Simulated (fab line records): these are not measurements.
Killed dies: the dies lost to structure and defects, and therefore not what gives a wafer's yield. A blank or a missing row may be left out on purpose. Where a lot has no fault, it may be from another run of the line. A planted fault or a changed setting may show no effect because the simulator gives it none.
Split-lot study -- flow n5Finfet -- 39 wafers read from 7 lots, route of 1938 steps

SPLIT DETAILS
At N5_BEOL_M0_TRENCH_ETCH_107 (etches SiOC in C4F6/O2, target depth 32.8 nm, time 16.4 s), the setting targetDepthA was moved away from the recipe's 328 angstrom on 18 of the 39 wafers read, by -34.8% to +54.4%. All remaining wafers had this setting at the recipe value.

THE PATH FROM SPLIT TO READING: the file shows 1 step between them
- N5_BEOL_M0_STRIP_142: strips in N2/H2, time 10 s

THE READING
trenchDepthNm, in nm, at N5_BEOL_M0_OCD_MEAS_108. Typical for fault-free wafers on this fab line: 32.8 nm, with standard deviation 0.65 nm.

wafer,"tool, chamber at the split","targetDepthA as run, angstrom",against the recipe,"trenchDepthNm, nm",against lot-mates on the recipe
L075.1,"rieDiel-01, 1",328,recipe,32.7,-
L075.2,"rieDiel-01, 2",328,recipe,32.8,-
L075.3,"rieDiel-01, 3",506.5,+54.4%,52.5,+19.4
L075.4,"rieDiel-01, 0",328,recipe,33.9,-
L075.5,"rieDiel-01, 2",506.5,+54.4%,50.5,+17.4
L075.6,"rieDiel-01, 3",506.5,+54.4%,51.1,+18.0
L077.1,"rieDiel-06, 1",328,recipe,32.7,-
L077.2,"rieDiel-06, 2",221.7,-32.4%,22.4,-10.4
L077.3,"rieDiel-06, 0",221.7,-32.4%,23.4,-9.4
L077.4,"rieDiel-06, 3",328,recipe,32.1,-
L077.5,"rieDiel-06, 0",328,recipe,33.5,-
L077.6,"rieDiel-06, 3",221.7,-32.4%,21.9,-10.9
L080.1,"rieDiel-01, 3",328,recipe,32.9,-
L080.2,"rieDiel-01, 2,1",390.2,+19.0%,37.8,+5.5
L080.3,"rieDiel-01, 0",390.2,+19.0%,39.1,+6.8
L080.4,"rieDiel-01, 1",328,recipe,32.2,-
L080.5,"rieDiel-01, 2,1",390.2,+19.0%,38.9,+6.6
L080.6,"rieDiel-01, 2",328,recipe,31.9,-
L081.1,"rieDiel-06, 0",385.4,+17.5%,39.7,+6.5
L081.2,"rieDiel-06, 2",385.4,+17.5%,39.3,+6.1
L081.3,"rieDiel-06, 1",328,recipe,33.2,-
L081.4,"rieDiel-06, 3",385.4,+17.5%,37.5,+4.3
L081.5,"rieDiel-06, 2",328,recipe,33.4,-
L081.6,"rieDiel-06, 1",328,recipe,32.9,-
L086.1,"rieDiel-01, 2",328,recipe,31.4,-
L086.2,"rieDiel-01, 0",276.3,-15.8%,28.4,-3.7
L086.3,"rieDiel-01, 3",276.3,-15.8%,27.6,-4.5
L086.4,"rieDiel-01, 1",328,recipe,32.9,-
L086.5,"rieDiel-01, 0",276.3,-15.8%,27.9,-4.2
L086.6,"rieDiel-01, 1",328,recipe,31.9,-
L089.2,"rieDiel-06, 2,1",328,recipe,33.7,-
L089.4,"rieDiel-06, 0",328,recipe,33.3,-
L089.5,"rieDiel-06, 2,1",328,recipe,32.6,-
L091.1,"rieDiel-06, 3",213.7,-34.8%,20.5,-12.1
L091.2,"rieDiel-06, 1,2",213.7,-34.8%,20.7,-11.9
L091.3,"rieDiel-06, 1,2",213.7,-34.8%,21.7,-10.9
L091.4,"rieDiel-06, 3",328,recipe,32.0,-
L091.5,"rieDiel-06, 2,1",328,recipe,33.1,-
L091.6,"rieDiel-06, 2,1",328,recipe,32.6,-
When a row names more than one chamber, that row covers several wafers, and the file does not tell which wafer ran in which chamber.

FIT RESULTS
A straight line over all 39 wafers: trenchDepthNm changes by +0.333 nm for each +1% of targetDepthA; r = +1.00; the points scatter about the line by 0.73 nm.
The same after taking each lot's own level away (the mean of its wafers on the recipe; 39 wafers): +0.327 nm for each +1%; r = +1.00; scatter 0.68 nm.
On that fit, the largest move of targetDepthA shifts the reading by 18 nm.
The span of the lots' own levels, 32.07 to 33.20 nm, comes to 1.7 times the standard deviation stated above.
Consequently the slope shifts little with the lot-to-lot level, the two slopes agreeing.
Check: +17.6 nm against its lot-mates is what the line predicts for one of the wafers moved furthest among these (+54.4%) when that wafer is left out of the fit. Against them it came out at +19.4 nm.

ADDITIONAL SPLITS CARRIED BY THESE WAFERS
These wafers also went through other splits before the reading. Each is held against what the fit with the lots' levels taken away leaves over:
other split on the same wafers,wafers away from the commonest value,r with trenchDepthNm (lot level and that fit taken away)
N5_ZERO_LAYER_DEVELOP_10 developTimeS,12,-0.11
N5_DUMMY_GATE_HM_DEP_06 timeS,33,-0.17
N5_SD_EPI_N_EPI_21 timeS,15,+0.04
N5_MOL_CONTACT_COAG_ALD_20 aldCycles,15,+0.04
N5_MOL_CONTACT_COAG_ALD_133 aldCycles,15,+0.09

THE WHOLE CHAIN: every reading that the file lists as answering this split, in the file's order
step,what it does,reading,change (the file's fit),r (the file's)
N5_BEOL_M0_TRENCH_ETCH_107,"etches SiOC in C4F6/O2, target depth 32.8 nm, time 16.4 s","BEOL_M0.featureDepthNm (the simulator's own value, which no gauge read)",+0.33 nm for each +1% of the setting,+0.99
N5_BEOL_M0_OCD_MEAS_108,,trenchDepthNm,+0.327 nm for each +1% of the setting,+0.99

FILE'S OWN FIT
trenchDepthNm changes by +0.327 nm for each +1% of targetDepthA, r = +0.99.
